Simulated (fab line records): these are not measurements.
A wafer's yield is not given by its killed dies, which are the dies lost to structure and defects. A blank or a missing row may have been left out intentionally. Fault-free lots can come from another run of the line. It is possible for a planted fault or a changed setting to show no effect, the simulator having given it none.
Chamber matching :: flow nand_harc :: 3 sister chambers for NHARC_A_CONTACT_DEP_24 on pecvd-04
The step deposits SiO2, target thk 500 nm. 3 wafers are shown with their chamber, then 8 later ones without.

## WAFERS PAIRED WITH THEIR CHAMBERS
wafer: L576.4
chamber: 0
throttle_valve_pct (%): 16.8

wafer: L576.6
chamber: 1
throttle_valve_pct (%): 16.2

wafer: L577.3
chamber: 2
throttle_valve_pct (%): 16.3

## WAFERS WITH NO CHAMBER GIVEN
wafer: L577.4
throttle_valve_pct (%): 17.1

wafer: L577.5
throttle_valve_pct (%): 15.8

wafer: L578.2
throttle_valve_pct (%): 17.2

wafer: L578.4
throttle_valve_pct (%): 16.1

wafer: L578.6
throttle_valve_pct (%): 16.0

wafer: L579.3
throttle_valve_pct (%): 15.9

wafer: L579.5
throttle_valve_pct (%): 16.3

wafer: L579.6
throttle_valve_pct (%): 16.0

## EACH ONE'S CHAMBER
wafer: L577.4
from the rows above: can't be placed: 0 or 2
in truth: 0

wafer: L577.5
from the rows above: can't be placed: 1 or 2
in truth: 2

wafer: L578.2
from the rows above: can't be placed: 0 or 2
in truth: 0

wafer: L578.4
from the rows above: can't be placed: 1 or 2
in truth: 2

wafer: L578.6
from the rows above: can't be placed: 1 or 2
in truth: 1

wafer: L579.3
from the rows above: can't be placed: 1 or 2
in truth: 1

wafer: L579.5
from the rows above: can't be placed: 2 or 1 or 0
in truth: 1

wafer: L579.6
from the rows above: can't be placed: 1 or 2
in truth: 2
Correctly placed: 0 of 8. These rows do not allow placing 8 (true chamber among the candidates in 8). Placed wrongly: 0.
How it was worked out, from the rows above alone: a wafer's distance from a chamber is the root of the sum, over the readings, of the square of ((its reading less the chamber's mean) divided by the reading's scatter). The wafer belongs to the nearest chamber; if the next one is less than 2 further off, it can't be placed. The mean given for a chamber averages the wafers shown for that chamber. The scatter (one wafer shown for each chamber): square how far every hidden wafer sits from the nearest shown wafer, average those squares and take the square root.
